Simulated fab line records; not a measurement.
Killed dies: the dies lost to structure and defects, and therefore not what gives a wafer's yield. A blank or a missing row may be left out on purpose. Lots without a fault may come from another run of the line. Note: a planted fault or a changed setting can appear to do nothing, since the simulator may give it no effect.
Matching of chambers | flow n5_finfet | N5_BEOL_M5_STRIP_64 on rie_diel-05 has 4 sister chambers
The step strips in CF4. 4 wafers are shown with their chamber, then 7 later ones without.

## WAFERS WITH THEIR CHAMBER
wafer  | chamber | drypump_motor_current_A (A)
L079.6 | 2       | 5.3
L082.2 | 1       | 6.7
L085.2 | 0       | 6.7
L085.4 | 3       | 5.0

## WAFERS WITHOUT THEIR CHAMBER
wafer  | drypump_motor_current_A (A)
L085.6 | 6.7
L092.2 | 5.0
L092.4 | 6.7
L092.6 | 6.7
L097.1 | 4.9
L097.3 | 6.7
L097.6 | 6.7

## WHICH CHAMBER EACH WENT THROUGH
wafer  | from the rows above     | in truth
L085.6 | can't be placed: 0 or 1 | 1
L092.2 | 3                       | 3
L092.4 | can't be placed: 0 or 1 | 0
L092.6 | can't be placed: 0 or 1 | 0
L097.1 | 3                       | 3
L097.3 | can't be placed: 0 or 1 | 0
L097.6 | can't be placed: 0 or 1 | 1
Correct placement for 2 of the 7. From these rows, 5 cannot be placed; in 5 the true chamber is one of the candidates. Number placed wrongly: 0.
How it was worked out, from the rows above alone: a wafer's distance from a chamber is the root of the sum, over the readings, of the square of ((its reading less the chamber's mean) divided by the reading's scatter). If the next closest chamber is less than 2 further off than the closest, the wafer can't be placed; otherwise it belongs to the closest. For every chamber, the mean is computed from those of its wafers that are shown. The scatter (one wafer shown for each chamber): square how far every hidden wafer sits from the nearest shown wafer, average those squares and take the square root.
